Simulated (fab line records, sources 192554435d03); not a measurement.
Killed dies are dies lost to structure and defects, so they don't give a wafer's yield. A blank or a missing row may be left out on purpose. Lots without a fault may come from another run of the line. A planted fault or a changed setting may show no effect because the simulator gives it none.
Chamber matching | flow n5_finfet | N5_BEOL_M0_SAQP_STRIP_108 on rie_diel-04: 4 sister chambers
The step strips in N2/H2. 16 wafers are shown with their chamber, then 8 later ones without.

WAFERS WITH THEIR CHAMBER
wafer  | chamber | showerhead_plenum_p_Torr (Torr) | throttle_valve_pct (%) | drypump_motor_current_A (A)
L075.3 | 2       | 3.33                            | 19.14                  | 5.75
L075.4 | 1       | 3.51                            | 18.98                  | 5.95
L075.6 | 1       | 3.51                            | 18.97                  | 5.95
L078.1 | 0       | 3.33                            | 18.88                  | 5.70
L078.4 | 2       | 3.33                            | 19.15                  | 5.77
L078.5 | 1       | 3.51                            | 18.97                  | 5.97
L082.1 | 3       | 3.20                            | 19.20                  | 5.50
L082.4 | 2       | 3.33                            | 19.17                  | 5.76
L082.5 | 3       | 3.20                            | 19.20                  | 5.51
L085.2 | 3       | 3.19                            | 19.19                  | 5.51
L085.3 | 2       | 3.33                            | 19.15                  | 5.77
L085.5 | 2       | 3.33                            | 19.16                  | 5.79
L087.3 | 3       | 3.19                            | 19.21                  | 5.48
L087.4 | 2       | 3.32                            | 19.18                  | 5.73
L087.5 | 0       | 3.32                            | 18.91                  | 5.72
L088.1 | 0       | 3.32                            | 18.90                  | 5.70

SIGNATURES (means of the wafers above)
reading                  | chamber 0 | chamber 1 | chamber 2 | chamber 3 | scatter within a chamber
showerhead_plenum_p_Torr | 3.3233    | 3.5100    | 3.3283    | 3.1950    | 0.00456
throttle_valve_pct       | 18.8967   | 18.9733   | 19.1583   | 19.2000   | 0.0123
drypump_motor_current_A  | 5.7067    | 5.9567    | 5.7617    | 5.5000    | 0.0164
Rule: a wafer's distance from a chamber is the root of the sum, over the readings, of the square of ((its reading less the chamber's mean) divided by the reading's scatter). The wafer belongs to the nearest chamber; if the next one is less than 2 further off, it can't be placed. The scatter: the root of (the sum of the squares of (reading less its chamber's mean) over the shown wafers, divided by (wafers less chambers)).

WAFERS WITHOUT THEIR CHAMBER
wafer  | showerhead_plenum_p_Torr (Torr) | throttle_valve_pct (%) | drypump_motor_current_A (A)
L088.2 | 3.19                            | 19.21                  | 5.49
L088.3 | 3.50                            | 18.99                  | 5.94
L091.1 | 3.32                            | 18.92                  | 5.71
L091.4 | 3.50                            | 19.01                  | 5.93
L091.5 | 3.19                            | 19.21                  | 5.49
L093.2 | 3.32                            | 18.82                  | 5.72
L093.3 | 3.50                            | 19.00                  | 5.94
L093.6 | 3.32                            | 18.90                  | 5.70

WHICH CHAMBER EACH WENT THROUGH
wafer  | from the rows above | in truth
L088.2 | 3                   | 3
L088.3 | 1                   | 1
L091.1 | 0                   | 0
L091.4 | 1                   | 1
L091.5 | 3                   | 3
L093.2 | 0                   | 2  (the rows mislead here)
L093.3 | 1                   | 1
L093.6 | 0                   | 0
Placed correctly: 7 of 8. Can't be placed from these rows: 0. Placed wrongly: 1.
